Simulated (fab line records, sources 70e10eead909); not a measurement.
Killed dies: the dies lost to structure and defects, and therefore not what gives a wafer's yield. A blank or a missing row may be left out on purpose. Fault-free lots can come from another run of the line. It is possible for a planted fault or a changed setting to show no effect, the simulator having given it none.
Comparing a struck lot with a sound one	flow nand-harc	14 out of 1302 route steps
Sound: the wafers L538.1, L538.2, L538.5. Struck: wafer L551.5 (left out: L551.1, L551.4 of the same lot, which were not struck); the cause appears at the end.
For every step that has rows: the tool of each side, followed by ch and its chambers, followed by its first start. Under that, the readings that differ: sound wafers	struck wafers	difference of the means	sigmas: that difference in standard deviations of wafers without a fault.
alike: readings whose means differ by less than 2 such deviations, and words and numbers that are the same on both sides. not compared: withheld readings, readings that some wafer has no value for, bounds like >300 that may hide the same value, and numbers for which the record gives no deviation and whose values overlap.
A row with sigmas, a row that says differs or no value, or rows on one side alone: a step with any of these is where the two part. Numbers that don't overlap but have no deviation are shown without sigmas and don't part them. Lack of a reading on every wafer of one side parts them only where that side has two or more wafers.

first, 1 step without rows for these wafers: NHARC_A_M1_PRE_CLEAN_30 (time 30 s).
NHARC_A_M1_PVD_20: deposits TaN, target thk 5 nm, time 8.06 s.
  sound on pvd-sputter-01; struck on pvd-sputter-01
reading	sound	struck	difference	sigmas
substrate-temp-c (C)	50.03 50.03 50.17	49.78	-0.30	-3
  alike: throttle-valve-pct
then, 2 steps without rows for these wafers: NHARC_A_M1_PVD_21 (deposits Cu, target thk 30 nm, time 20.49 s); NHARC_A_M1_ECD_22 (material Cu, target thk 400 nm).
NHARC_A_M1_ANNEAL_31: time 90 s.
  sound on rtp-anneal-02 ch 0, day 23 01:58; struck on rtp-anneal-02 ch 0, day 28 18:59
  alike: wafer_temp_C_max
NHARC_A_M1_CMP_23: polishes, t overpolish 20 s, target thk 154.34 nm.
  sound on cmp-01 ch 0,1,2, day 23 02:21; struck on cmp-02 ch 3, day 28 19:40
reading	sound	struck	difference	sigmas
motor-current-A (A)	14.6 15.9 11.2	10.5	-3.4	-2
time-to-endpoint-s (s)	33.2 30.6 31.3	26.5	-5.2	-2
NHARC_A_M1_THK_MEAS_24: measures by xrf.
  sound on film-metro-01 at day 23 02:38; struck on film-metro-01 at day 28 19:57
reading	sound	struck	difference	sigmas
thk-nm (nm)	154.7 154.9 155.3	150.7	-4.3	-3
following that, these wafers have no rows for 1 step: NHARC_A_M1_SRD_25.
NHARC_A_M1_INSPECT_27:
  sound on defect-inspect-02 at day 23 02:47; struck on defect-inspect-02 at day 28 20:07
reading	sound	struck	difference	sigmas
raw-defect-count	657 666 696	418	-255	-2
NHARC_A_M1_PRE_CLEAN_32: time 12 s.
  sound on pecvd-03 ch 0,1, day 23 02:52; struck on pecvd-03 ch 2, day 28 20:12
  alike: heater-power-w
then, 1 step without rows for these wafers: NHARC_A_M1_DEP_33 (deposits SiCN, target thk 30 nm).
NHARC_A_BONDPAD_DEP_00: deposits SiCN, target thk 250 nm.
  sound on pecvd-04 ch 0,1,2, day 23 03:29; struck on pecvd-04 ch 1, day 28 20:51
reading	sound	struck	difference	sigmas
rf-fwd-power-W (W)	449.7 447.7 448.5	270.4	-178.2	-99 or more
showerhead-vpp-V (V)	1423 1311 1334	1019	-337	-5
  alike: heater-power-w
NHARC_A_BONDPAD_CMP_29: polishes SiCN, target thk 200 nm.
  sound on cmp-04 ch 0,3, day 23 03:55; struck on cmp-01 ch 3, day 28 21:13
  alike: motor-current-A
NHARC_END_SORT_01:
  the record has rows for the sound wafers here (prober-02 ch 0, day 24 09:23) and none for the struck ones

== WHERE THEY PART ==
Last at NHARC_END_SORT_01 as far as this record goes, first at NHARC_A_M1_PVD_20.

WHY: what the simulator had put in
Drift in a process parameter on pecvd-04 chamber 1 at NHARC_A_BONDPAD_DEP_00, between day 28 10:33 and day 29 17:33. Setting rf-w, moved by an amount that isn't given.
